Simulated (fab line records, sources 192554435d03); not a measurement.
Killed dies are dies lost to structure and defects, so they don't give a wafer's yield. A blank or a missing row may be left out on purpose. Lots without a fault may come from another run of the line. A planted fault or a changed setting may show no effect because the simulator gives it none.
Which tool did it? | flow n5_finfet | 12 lots, 36 wafers sampled, at 6 steps of a route of 1938

WHAT THE GAUGES READ, wafer by wafer
N5_BEOL_M3_CD_MEAS_11: target cd 17.05 nm.
lot  | measured     | on        | cd_nm (nm)
L075 | day 7 04:49  | cd_sem-03 | 17.14 17.51 16.80
L076 | day 7 15:05  | cd_sem-02 | 17.11 16.91 17.17
L079 | day 9 00:04  | cd_sem-01 | 17.03 16.65 16.91
L082 | day 9 12:18  | cd_sem-01 | 17.28 16.90 16.67
L083 | day 9 18:03  | cd_sem-03 | 16.85 16.84 17.14
L086 | day 10 05:27 | cd_sem-02 | 17.13 17.23 16.89
L088 | day 10 18:50 | cd_sem-03 | 17.20 17.00 17.02
L089 | day 10 23:08 | cd_sem-01 | 17.19 17.01 16.58
L091 | day 11 09:02 | cd_sem-02 | 17.52 17.21 16.88
L093 | day 12 02:57 | cd_sem-03 | 17.54 16.92 16.73
L095 | day 13 00:02 | cd_sem-02 | 17.25 17.30 17.55
L096 | day 13 05:54 | cd_sem-02 | 17.10 17.12 17.22

WHICH TOOL RAN EACH LOT (tool, then ch and the chambers of the sampled wafers, then the start)
lot  | N5_BEOL_M2_ETCH_64                 | N5_BEOL_M2_STRIP_19                | N5_BEOL_M2_ALD_84                   | N5_BEOL_M2_SPUTTER_81        | N5_BEOL_M2_ANNEAL_87
L075 | rie_diel-04 ch 0,1,3, day 6 20:19  | rie_diel-04 ch 1,2,3, day 6 20:38  | ald_metal-03 ch 0,1,2, day 6 22:27  | pvd_sputter-03, day 7 00:39  | pvd_sputter-03, day 7 00:57
L076 | rie_diel-06 ch 0,1,3, day 7 04:46  | rie_diel-04 ch 0,1,3, day 7 05:05  | ald_metal-04 ch 0,2,3, day 7 09:52  | pvd_sputter-02, day 7 10:59  | pvd_sputter-02, day 7 11:19
L079 | rie_diel-01 ch 0,2, day 8 00:13    | rie_diel-04 ch 2,3, day 8 00:29    | ald_metal-04 ch 1,2,3, day 8 17:40  | pvd_sputter-01, day 8 20:22  | pvd_sputter-01, day 8 20:40
L082 | rie_diel-06 ch 0,1,3, day 8 22:13  | rie_diel-01 ch 0,3, day 8 22:29    | ald_metal-03 ch 1,2,3, day 9 07:53  | pvd_sputter-02, day 9 08:58  | pvd_sputter-02, day 9 09:16
L083 | rie_diel-04 ch 0,2,3, day 9 08:41  | rie_diel-06 ch 0,1, day 9 08:58    | ald_metal-02 ch 0,1, day 9 13:03    | pvd_sputter-02, day 9 13:59  | pvd_sputter-02, day 9 14:17
L086 | rie_diel-06 ch 0,3, day 9 16:41    | rie_diel-06 ch 1,2,3, day 9 17:02  | ald_metal-04 ch 1,3, day 10 00:40   | pvd_sputter-02, day 10 01:39 | pvd_sputter-02, day 10 01:57
L088 | rie_diel-04 ch 0,2,3, day 10 01:50 | rie_diel-06 ch 1,3, day 10 02:07   | ald_metal-04 ch 0,1,3, day 10 11:35 | pvd_sputter-01, day 10 14:20 | pvd_sputter-01, day 10 14:38
L089 | rie_diel-06 ch 0,1,2, day 10 08:49 | rie_diel-01 ch 0,1, day 10 09:06   | ald_metal-04 ch 1,2,3, day 10 18:34 | pvd_sputter-01, day 10 19:28 | pvd_sputter-01, day 10 19:46
L091 | rie_diel-06 ch 0,2, day 10 15:04   | rie_diel-06 ch 0,1,3, day 10 15:33 | ald_metal-04 ch 2,3, day 11 00:09   | pvd_sputter-01, day 11 03:56 | pvd_sputter-01, day 11 04:14
L093 | rie_diel-04 ch 0,1,2, day 11 12:43 | rie_diel-04 ch 2,3, day 11 13:00   | ald_metal-03 ch 0,1,3, day 11 22:18 | pvd_sputter-01, day 11 23:16 | pvd_sputter-01, day 11 23:34
L095 | rie_diel-06 ch 0,2,3, day 12 10:50 | rie_diel-06 ch 1,2,3, day 12 11:15 | ald_metal-04 ch 1,2,3, day 12 17:34 | pvd_sputter-01, day 12 20:18 | pvd_sputter-01, day 12 20:36
L096 | rie_diel-06 ch 0,1,2, day 12 17:43 | rie_diel-04 ch 1,2, day 12 18:04   | ald_metal-03 ch 1,2, day 13 01:05   | pvd_sputter-02, day 13 02:17 | pvd_sputter-02, day 13 02:35
- N5_BEOL_M2_ETCH_64: etches SOC in N2/H2, target depth 75 nm, overetch 22.5 nm, time 121.9 s.
- N5_BEOL_M2_STRIP_19: strips in O2.
- N5_BEOL_M2_ALD_84: deposits TaN, pulse time 2 s, purge time 3 s, co reactant purge time 2 s.
- N5_BEOL_M2_SPUTTER_81: material Cu, target thk 4.5 nm, time 8.29 s.
- N5_BEOL_M2_ANNEAL_87: time 240 s.

THE ANSWER, worked out from the rows above alone
Rule: what is usual is taken from the lots themselves. Put in order of their means at a reading, lots are off if they are a third of the lots or fewer, leave a main group of 4 or more, and stand apart from it by a gap of 3 or more times the standard deviation of the main group's means; of several such gaps the widest counts. A main group whose means are all the same, to the digits that the tables above print for the reading, isn't used. A lot without any number at a reading at which 4 lots or more have one is off too. The other lots that the step has rows for count as sound.
No lot is off at any reading shown: from this, nothing can be told.

WHAT THE SIMULATOR HAD PUT IN
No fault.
